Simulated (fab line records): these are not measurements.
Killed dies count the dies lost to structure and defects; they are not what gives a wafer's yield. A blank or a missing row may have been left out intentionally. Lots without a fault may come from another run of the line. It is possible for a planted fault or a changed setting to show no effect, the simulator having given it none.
Which tool did it? ; flow nand-harc ; 12 lots, 36 wafers sampled, at 2 steps of a route of 1302

== WHAT THE GAUGES READ, wafer by wafer ==
NHARC_A_CONTACT_CD_MEAS_15.
lot;measured;on;cd-nm (nm)
L075;day 22 13:53;cd-sem-01;191.5 192.0 190.3
L077;day 23 19:31;cd-sem-02;191.0 190.8 191.0
L079;day 24 09:20;cd-sem-03;189.6 190.7 190.4
L080;day 25 03:06;cd-sem-01;190.5 190.6 190.5
L084;day 26 20:10;cd-sem-01;190.1 191.3 190.8
L085;day 27 08:53;cd-sem-03;190.3 190.7 189.9
L089;day 28 12:29;cd-sem-02;189.6 190.8 190.6
L088;day 28 19:20;cd-sem-02;189.2 190.0 190.0
L092;day 30 01:20;cd-sem-03;189.1 190.2 189.9
L095;day 30 17:20;cd-sem-02;188.8 188.2 189.6
L094;day 30 21:58;cd-sem-02;189.6 189.3 189.5
L097;day 32 00:20;cd-sem-02;190.5 191.2 191.2

== EACH LOT AND THE TOOL THAT RAN IT (in order: tool; ch and the chambers of the sampled wafers; start) ==
lot;NHARC_A_CONTACT_ETCH_135
L075;har-cap-etch-01 ch 0,1, day 22 12:05
L077;har-cap-etch-03 ch 0,1, day 23 17:39
L079;har-cap-etch-02 ch 0,1, day 24 07:31
L080;har-cap-etch-01 ch 0,1, day 25 01:22
L084;har-cap-etch-02 ch 0,1, day 26 18:14
L085;har-cap-etch-02 ch 0,1, day 27 06:50
L089;har-cap-etch-02 ch 0,1, day 28 10:46
L088;har-cap-etch-02 ch 0,1, day 28 17:29
L092;har-cap-etch-02 ch 0,1, day 29 23:34
L095;har-cap-etch-01 ch 0,1, day 30 15:29
L094;har-cap-etch-03 ch 0,1, day 30 20:14
L097;har-cap-etch-02 ch 0,1, day 31 22:33
- NHARC_A_CONTACT_ETCH_135: etches the open film in C4F8/O2/Ar, time 311 s, target depth 1912 nm.

== THE ANSWER, worked out from the rows above alone ==
Rule: what is usual is taken from the lots themselves. The widest of any qualifying gaps counts: lots, ordered by their means at a reading, are off when they make up no more than a third of the lots, leave a main group of 4 or more, and stand apart from it by 3 or more times the standard deviation of that group's means. If all means in a main group match to the digits the tables above print for the reading, that group is not used. Also off: a lot with no number at a reading for which 4 or more lots have one. The other lots that the step has rows for count as sound.
No lot is off at any reading shown: from this, nothing can be told.

== WHAT THE SIMULATOR HAD PUT IN ==
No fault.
